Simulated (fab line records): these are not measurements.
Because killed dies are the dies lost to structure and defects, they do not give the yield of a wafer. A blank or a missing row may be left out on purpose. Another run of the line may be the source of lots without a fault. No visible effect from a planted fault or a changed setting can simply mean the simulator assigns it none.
Chamber matching | flow n5 finfet | N5_BEOL_M12_ETCH_67 on rie diel-04 has 4 sister chambers
The step etches SiARC in CF4, target depth 143 nm, time 238.3 s. 18 wafers are shown with their chamber, then 9 later ones without.

## EACH WAFER AND ITS CHAMBER
wafer  | chamber | showerhead plenum p Torr (Torr) | throttle valve pct (%) | oes product au (a.u.)
L074.2 | 1       | 2.06                            | 16.00                  | 0.61
L074.3 | 2       | 2.19                            | 15.88                  | 0.73
L074.5 | 2       | 2.19                            | 15.86                  | 0.74
L081.2 | 0       | 2.11                            | 15.26                  | 0.63
L081.3 | 3       | 2.03                            | 15.71                  | 0.65
L081.4 | 2       | 2.18                            | 15.94                  | 0.71
L084.1 | 1       | 2.05                            | 16.05                  | 0.61
L084.4 | 1       | 2.05                            | 16.04                  | 0.59
L084.6 | 2       | 2.18                            | 15.92                  | 0.71
L085.1 | 1       | 2.05                            | 16.04                  | 0.59
L085.2 | 3       | 2.03                            | 15.71                  | 0.64
L085.4 | 1       | 2.05                            | 16.04                  | 0.59
L087.1 | 1       | 2.04                            | 16.08                  | 0.59
L087.2 | 2       | 2.18                            | 15.94                  | 0.69
L087.4 | 3       | 2.03                            | 15.72                  | 0.63
L091.1 | 1       | 2.04                            | 16.08                  | 0.59
L091.4 | 3       | 2.03                            | 15.73                  | 0.62
L091.5 | 0       | 2.11                            | 15.26                  | 0.62

SIGNATURES (averages over the wafers above)
reading                  | chamber 0 | chamber 1 | chamber 2 | chamber 3 | scatter within a chamber
showerhead plenum p Torr | 2.1100    | 2.0486    | 2.1840    | 2.0300    | 0.00538
throttle valve pct       | 15.2600   | 16.0471   | 15.9080   | 15.7175   | 0.0269
oes product au           | 0.6250    | 0.5957    | 0.7160    | 0.6350    | 0.0137
Rule: for each reading, subtract the chamber's mean from the wafer's reading, divide by that reading's scatter and square the result; add these up over the readings and take the root, which gives the wafer's distance from the chamber. The wafer belongs to the nearest chamber; if the next one is less than 2 further off, it can't be placed. The scatter is the square root of a quotient: the sum, over the shown wafers, of each reading's squared deviation from its chamber's mean, divided by wafers minus chambers.

## WAFERS MISSING THEIR CHAMBER
wafer  | showerhead plenum p Torr (Torr) | throttle valve pct (%) | oes product au (a.u.)
L086.2 | 2.18                            | 15.96                  | 0.70
L086.4 | 2.04                            | 16.08                  | 0.59
L086.6 | 2.11                            | 15.27                  | 0.61
L092.1 | 2.03                            | 15.75                  | 0.62
L092.3 | 2.03                            | 15.73                  | 0.63
L092.5 | 2.17                            | 15.96                  | 0.68
L094.4 | 2.11                            | 15.30                  | 0.61
L094.5 | 2.02                            | 15.78                  | 0.62
L094.6 | 2.17                            | 16.00                  | 0.69

## WHICH CHAMBER EACH WENT THROUGH
wafer  | from the rows above | in truth
L086.2 | 2                   | 2
L086.4 | 1                   | 1
L086.6 | 0                   | 0
L092.1 | 3                   | 3
L092.3 | 3                   | 3
L092.5 | 2                   | 2
L094.4 | 0                   | 0
L094.5 | 3                   | 3
L094.6 | 2                   | 2
9 of 9 placed correctly. Number that these rows cannot place: 0. Placed wrongly: 0.
